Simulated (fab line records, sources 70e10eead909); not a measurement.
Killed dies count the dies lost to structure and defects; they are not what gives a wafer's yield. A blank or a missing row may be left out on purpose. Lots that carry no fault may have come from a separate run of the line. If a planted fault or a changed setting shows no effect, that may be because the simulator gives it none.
A lot that was struck, set against a sound lot / flow nand harc / 21 steps out of a route of 1159
Sound: wafers L911.1, L911.2, L911.6. Struck: wafers L920.1, L920.4, L920.6. The cause comes at the end.
At each step with rows: each side's tool, then ch and its chambers, then its first start. Under that, the readings that differ: sound wafers / struck wafers / difference of the means / sigmas: that difference in standard deviations of wafers without a fault.
alike: words and numbers the same on both sides, and readings whose means are apart by under 2 such deviations; not compared: readings that were withheld, readings missing a value for some wafer, numbers with overlapping values and no deviation given by the record, and bounds like >300 which may hide the same value.
A row with sigmas, a row that says differs or no value, or rows on one side alone: a step with any of these is where the two part. When numbers do not overlap yet have no deviation, they are printed without sigmas and do not part them. Lack of a reading on every wafer of one side parts them only where that side has two or more wafers.

NHARC_P_CONTACT_CMP_24: polishes, t overpolish 30 s, target thk 200 nm.
  sound on cmp-03 ch 1,2, day 6 18:05; struck on cmp-03 ch 0,3, day 8 23:06
  alike: edge zone pressure frac, motor current A, overpolish run s, retaining ring pressure frac, slurry flow ml min, time to endpoint s
after that, 1 step had no rows for these wafers: NHARC_P_CONTACT_SRD_26.
NHARC_P_CONTACT_INSPECT_27:
  struck on defect inspect-02, day 8 23:30; sound on defect inspect-02, day 6 18:28
  alike: raw defect count
then, 8 steps without rows for these wafers: NHARC_P_M0_DEP_00 (deposits SiOC, target thk 150 nm); NHARC_P_M0_DEHYDRATE_01 (time 120 s); NHARC_P_M0_HMDS_02 (time 30 s); NHARC_P_M0_COAT_33 (time 65 s); NHARC_P_M0_COAT_03 (resist thk 90 nm); NHARC_P_M0_SOFTBAKE_04 (time 55 s); NHARC_P_M0_EBR_05; NHARC_P_M0_EXPOSE_06 (exposes mask P M0, target cd 90 nm).
NHARC_P_M0_PEB_07: peb time 65 s.
  sound on litho track-04 ch 0, day 6 19:22; struck on litho track-04 ch 0, day 9 00:19
reading=heater power total W (W); sound=156.2 156.4 155.8; struck=165.2 164.8 165.5; difference=+9.0; sigmas=+21
reading=plate temp C (C); sound=100.08 100.24 100.12; struck=103.98 104.20 103.94; difference=+3.89; sigmas=+32
  alike: chill plate temp C
then, 1 step without rows for these wafers: NHARC_P_M0_DEVELOP_08 (develop time 35 s).
NHARC_P_M0_CD_MEAS_09: the cd target is 90 nm.
  sound on cd sem-02 ch 0, day 6 19:27; struck on cd sem-01 ch 0, day 9 00:24
reading=cd nm (nm); sound=89.9 90.0 89.9; struck=103.6 103.7 103.4; difference=+13.6; sigmas=+22
NHARC_P_M0_OVL_MEAS_10: pitch 180 nm.
  struck on overlay-02, day 9 00:29; sound on overlay-01, day 6 19:32
  alike: overlay x nm, overlay y nm
NHARC_P_M0_INSPECT_11:
  struck on defect inspect-01, day 9 00:32; sound on defect inspect-02, day 6 19:35
  alike: raw defect count
NHARC_P_M0_DESCUM_14: chemistry O2, time 3 s.
  sound on rie diel-02 ch 0,1,2, day 6 19:39; struck on rie diel-06 ch 2,3, day 9 00:35
reading=model.P_M0.cd nm (nm); sound=89.66 90.16 89.77; struck=103.7 103.9 103.4; difference=+13.8; sigmas=
  alike: drypump motor current A, oes product au, rf vpp V, showerhead plenum p Torr, throttle valve pct
  not compared: rf hours counter h
NHARC_P_M0_ETCH_34: etches the open film in N2/H2, target depth 40 nm, overetch 12 nm, time 43.94 s.
  sound on rie diel-02 ch 0,1,3, day 6 19:44; struck on rie diel-06 ch 0,2, day 9 00:40
reading=rf vpp V (V); sound=429.7 426.7 428.1; struck=433.2 435.3 432.2; difference=+5.4; sigmas=+2
reading=showerhead plenum p Torr (Torr); sound=1.99 1.92 1.94; struck=2.12 2.21 2.12; difference=+0.20; sigmas=+2
  alike: drypump motor current A, oes product au, throttle valve pct
  not compared: rf hours counter h
NHARC_P_M0_ETCH_15: etches the open film in C4F8/Ar, target depth 150 nm, overetch 15 nm, time 82.5 s.
  sound on rie diel-02 ch 0,1,2; struck on rie diel-06 ch 2,3
reading=model.P_M0.cd nm (nm); sound=89.93 90.81 89.72; struck=103.4 103.7 103.1; difference=+13.2; sigmas=
  alike: oes product au, rf vpp V
  not compared: rf hours counter h
NHARC_P_M0_CD_MEAS_16:
  struck on cd sem-03, day 9 00:53; sound on cd sem-03, day 6 19:56
reading=cd nm (nm); sound=90.0 90.7 89.6; struck=103.3 103.5 103.1; difference=+13.2; sigmas=+16
-- the record jumps here: 14 days lie between the struck wafers' starts before and after (it left off in module P_M0 and takes up again in module END, whose first step shown is number 1159 of the route) --
NHARC_END_SORT_01:
  at this point the record logs the struck wafers (prober-01 ch 0, day 22 13:10) and has no rows for the sound ones

## WHERE THEY PART
Earliest at NHARC_P_M0_PEB_07; latest, in this record, at NHARC_END_SORT_01.

WHY: what had been put in by the simulator
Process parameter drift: litho track-04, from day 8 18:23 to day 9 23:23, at NHARC_P_M0_PEB_07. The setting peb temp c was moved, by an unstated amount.
